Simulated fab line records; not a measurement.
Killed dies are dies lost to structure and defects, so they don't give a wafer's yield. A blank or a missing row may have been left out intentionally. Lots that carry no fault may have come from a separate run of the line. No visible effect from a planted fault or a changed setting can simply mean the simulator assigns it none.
Which tool was responsible? ; flow nandHarc ; 13 lots with 39 wafers sampled at 5 steps, on a route of 1302 steps

== WHAT EACH GAUGE READ, for each wafer ==
NHARC_END_SORT_01.
lot;measured;on;killedAtArray;killedAtOther;killedAtPeriphery;killedDies;killedOpen;killedShort
L548;day 29 20:08;prober-01;52 141 51;0 0 0;6 2 6;58 143 57;2 3 5;3 3 1

== WHICH TOOL RAN EACH LOT (tool, then ch and the chambers of the sampled wafers, then the start) ==
lot;NHARC_A_CHANNEL_FILL_D1_ALD_14;NHARC_THIN_TSV_ETCH_15;NHARC_THIN_TSV_PVD_51;NHARC_THIN_TSV_ETCH_59
L536;aldHk-04 ch 2,3, day 8 23:31;rieSi-05 ch 1,2,3, day 23 23:17;pvdSputter-01, day 24 04:38 or earlier;rieMetal-03 ch 1, day 24 04:38
L537;aldHk-03 ch 0,1,3, day 9 16:44;rieSi-06 ch 0,2,3, day 24 07:29;pvdSputter-03, day 24 13:04 or earlier;rieMetal-03 ch 0,1, day 24 13:04
L539;aldHk-02 ch 0,2,3, day 10 09:22;rieSi-01 ch 0,2,3, day 24 14:43;pvdSputter-01, day 24 20:04 or earlier;rieMetal-03 ch 1, day 24 20:04
L538;aldHk-04 ch 1,2, day 10 13:24;rieSi-01 ch 0,2, day 24 23:40;pvdSputter-03, day 25 05:05 or earlier;rieMetal-02 ch 0,1, day 25 05:05
L548;aldHk-03 ch 1,2,3, day 14 14:10;rieSi-06 ch 1,2,3, day 29 05:49;pvdSputter-01, day 29 11:20 or earlier;rieMetal-03 ch 0,1, day 29 11:20
L551;aldHk-02 ch 0,1,2, day 15 07:54;rieSi-05 ch 0,1,2, day 29 21:04;pvdSputter-01, day 30 02:25 or earlier;rieMetal-02 ch 0,1, day 30 02:25
L552;aldHk-02 ch 0,1,3, day 16 00:57;rieSi-06 ch 0,1,3, day 30 04:20;pvdSputter-02, day 30 16:46 or earlier;rieMetal-01 ch 0, day 30 16:46
L553;aldHk-04 ch 1,2,3, day 16 06:38;rieSi-01 ch 0,2,3, day 31 01:53;pvdSputter-02, day 31 13:13 or earlier;rieMetal-03 ch 0,1, day 31 13:13
L556;aldHk-02 ch 1,2,3, day 17 11:02;rieSi-05 ch 0,2,3, day 32 12:43;pvdSputter-01, day 32 18:13 or earlier;rieMetal-01 ch 0,1, day 32 18:13
L555;aldHk-02 ch 0,1,3, day 17 11:16;rieSi-01 ch 1,2, day 31 15:06;pvdSputter-03, day 31 20:29 or earlier;rieMetal-02 ch 0, day 31 20:29
L557;aldHk-03 ch 0,2,3, day 18 00:46;rieSi-01 ch 1,2,3, day 32 13:55;pvdSputter-01, day 32 19:22 or earlier;rieMetal-03 ch 0,1, day 32 19:22
L558;aldHk-04 ch 2,3, day 18 15:03;rieSi-06 ch 0,1,3, day 33 03:24;pvdSputter-02, day 33 09:14 or earlier;rieMetal-03 ch 0,1, day 33 09:14
L559;aldHk-03 ch 0,3, day 19 03:56;rieSi-01 ch 0,1,2, day 34 00:17;pvdSputter-03, day 34 05:32 or earlier;rieMetal-03 ch 0,1, day 34 05:32
- NHARC_A_CHANNEL_FILL_D1_ALD_14: deposits SiO2, target thk 2.5 nm, pulse time 10 s, ald cycles 25.
- NHARC_THIN_TSV_ETCH_15: target depth 3000 nm, bosch target overetch cycles 2, bosch etch step 2.8 s.
- NHARC_THIN_TSV_PVD_51: deposits Cu, target thk 100 nm.
- NHARC_THIN_TSV_ETCH_59: etches the open film in Cl2/BCl3, target depth 880 nm, time 138.1 s.

== AS READ BY THE TOOLS THEMSELVES (means over the sampled wafers that have a number; for cases with no such wafer, the mark the record gives instead) ==
NHARC_A_CHANNEL_FILL_D1_ALD_14.
lot;tool;heaterPowerW (W);precursorPulseHeightRel
L536;aldHk-04;519;1.011
L537;aldHk-03;454;1.012
L539;aldHk-02;468;1.022
L538;aldHk-04;536;0.995
L548;aldHk-03;441;0.990
L551;aldHk-02;464;1.015
L552;aldHk-02;498;1.013
L553;aldHk-04;512;0.990
L556;aldHk-02;502;1.000
L555;aldHk-02;506;0.991
L557;aldHk-03;460;0.988
L558;aldHk-04;515;0.998
L559;aldHk-03;463;0.990

NHARC_THIN_TSV_ETCH_15.
lot;tool;drypumpMotorCurrentA (A)
L536;rieSi-05;6.2
L537;rieSi-06;6.1
L539;rieSi-01;5.5
L538;rieSi-01;5.1
L548;rieSi-06;6.1
L551;rieSi-05;6.1
L552;rieSi-06;5.9
L553;rieSi-01;5.5
L556;rieSi-05;5.9
L555;rieSi-01;5.6
L557;rieSi-01;6.0
L558;rieSi-06;6.0
L559;rieSi-01;5.5

NHARC_THIN_TSV_PVD_51.
lot;tool;throttleValvePct (%)
L536;pvdSputter-01;30.3
L537;pvdSputter-03;29.2
L539;pvdSputter-01;30.7
L538;pvdSputter-03;29.5
L548;pvdSputter-01;29.6
L551;pvdSputter-01;30.2
L552;pvdSputter-02;29.8
L553;pvdSputter-02;29.9
L556;pvdSputter-01;29.9
L555;pvdSputter-03;29.4
L557;pvdSputter-01;30.5
L558;pvdSputter-02;29.8
L559;pvdSputter-03;29.6

NHARC_THIN_TSV_ETCH_59.
lot;tool;drypumpMotorCurrentA (A);oesProductAu (a.u.);throttleValvePct (%)
L536;rieMetal-03;5.93;1.000;22.262
L537;rieMetal-03;5.77;1.004;22.270
L539;rieMetal-03;5.92;0.996;22.272
L538;rieMetal-02;5.41;1.004;22.261
L548;rieMetal-03;5.77;0.999;22.276
L551;rieMetal-02;5.42;1.009;22.269
L552;rieMetal-01;5.68;0.990;22.262
L553;rieMetal-03;5.62;1.012;22.264
L556;rieMetal-01;5.78;1.012;22.275
L555;rieMetal-02;5.74;0.999;22.264
L557;rieMetal-03;5.61;0.998;22.275
L558;rieMetal-03;5.62;0.998;22.269
L559;rieMetal-03;5.63;0.996;22.260

== THE ANSWER, worked out from the rows above alone ==
Rule: the lots themselves supply what counts as usual. The widest of any qualifying gaps counts: lots, ordered by their means at a reading, are off when they make up no more than a third of the lots, leave a main group of 4 or more, and stand apart from it by 3 or more times the standard deviation of that group's means. A main group is skipped when, at the precision printed for the reading in the tables above, its means are all equal. Also off: a lot with no number at a reading for which 4 or more lots have one. Where the step has rows for the other lots, those lots are counted as sound. First the gauges in route order, then the tools' own readings, where a lot's mean is used as printed above. At the first step where some lot is off, the reading lying furthest off is the one used; lots without a number count as furthest.
Across all readings shown, no lot is off: no conclusion can be drawn from this.

== WHAT THE SIMULATOR HAD PUT IN ==
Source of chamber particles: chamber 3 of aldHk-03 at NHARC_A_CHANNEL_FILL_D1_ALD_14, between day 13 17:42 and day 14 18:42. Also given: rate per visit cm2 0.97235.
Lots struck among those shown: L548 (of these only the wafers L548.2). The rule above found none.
